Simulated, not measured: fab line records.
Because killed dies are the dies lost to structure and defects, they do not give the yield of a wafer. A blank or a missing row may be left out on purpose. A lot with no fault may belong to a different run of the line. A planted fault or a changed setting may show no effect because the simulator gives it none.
Which of the tools did it? || flow nand harc || 12 lots (36 wafers sampled), 1 step of a 1302-step route

== WHAT THE GAUGES SHOWED, per wafer ==
NHARC_A_BLC_INSPECT_28.
{"lot": "L074", "measured": "day 23 21:20", "on": "defect inspect-02", "raw defect count": "470 478 613"}
{"lot": "L076", "measured": "day 24 13:17", "on": "defect inspect-01", "raw defect count": "456 612 671"}
{"lot": "L080", "measured": "day 25 12:38", "on": "defect inspect-01", "raw defect count": "575 643 574"}
{"lot": "L081", "measured": "day 26 04:09", "on": "defect inspect-01", "raw defect count": "553 467 517"}
{"lot": "L083", "measured": "day 27 01:46", "on": "defect inspect-02", "raw defect count": "605 408 504"}
{"lot": "L084", "measured": "day 27 09:02", "on": "defect inspect-02", "raw defect count": "499 433 421"}
{"lot": "L087", "measured": "day 28 04:13", "on": "defect inspect-02", "raw defect count": "706 610 534"}
{"lot": "L089", "measured": "day 28 16:35", "on": "defect inspect-02", "raw defect count": "471 455 490"}
{"lot": "L091", "measured": "day 30 07:08", "on": "defect inspect-01", "raw defect count": "432 505 406"}
{"lot": "L092", "measured": "day 30 14:23", "on": "defect inspect-02", "raw defect count": "511 509 539"}
{"lot": "L095", "measured": "day 31 17:41", "on": "defect inspect-02", "raw defect count": "619 379 461"}
{"lot": "L097", "measured": "day 32 17:20", "on": "defect inspect-01", "raw defect count": "500 321 387"}

== TOOL THAT RAN EACH LOT (tool first, then ch and the chambers of the sampled wafers, then the start) ==
There is no process step in the record ahead of these readings.

== THE ANSWER, worked out from the rows above alone ==
Rule: usual is defined by the lots themselves. The widest of any qualifying gaps counts: lots, ordered by their means at a reading, are off when they make up no more than a third of the lots, leave a main group of 4 or more, and stand apart from it by 3 or more times the standard deviation of that group's means. If all means in a main group match to the digits the tables above print for the reading, that group is not used. A lot without any number at a reading at which 4 lots or more have one is off too. Any other lot the step has rows for is counted as sound.
Nothing can be told from this: no lot is off at any reading shown.

== WHAT THE SIMULATOR PUT IN ==
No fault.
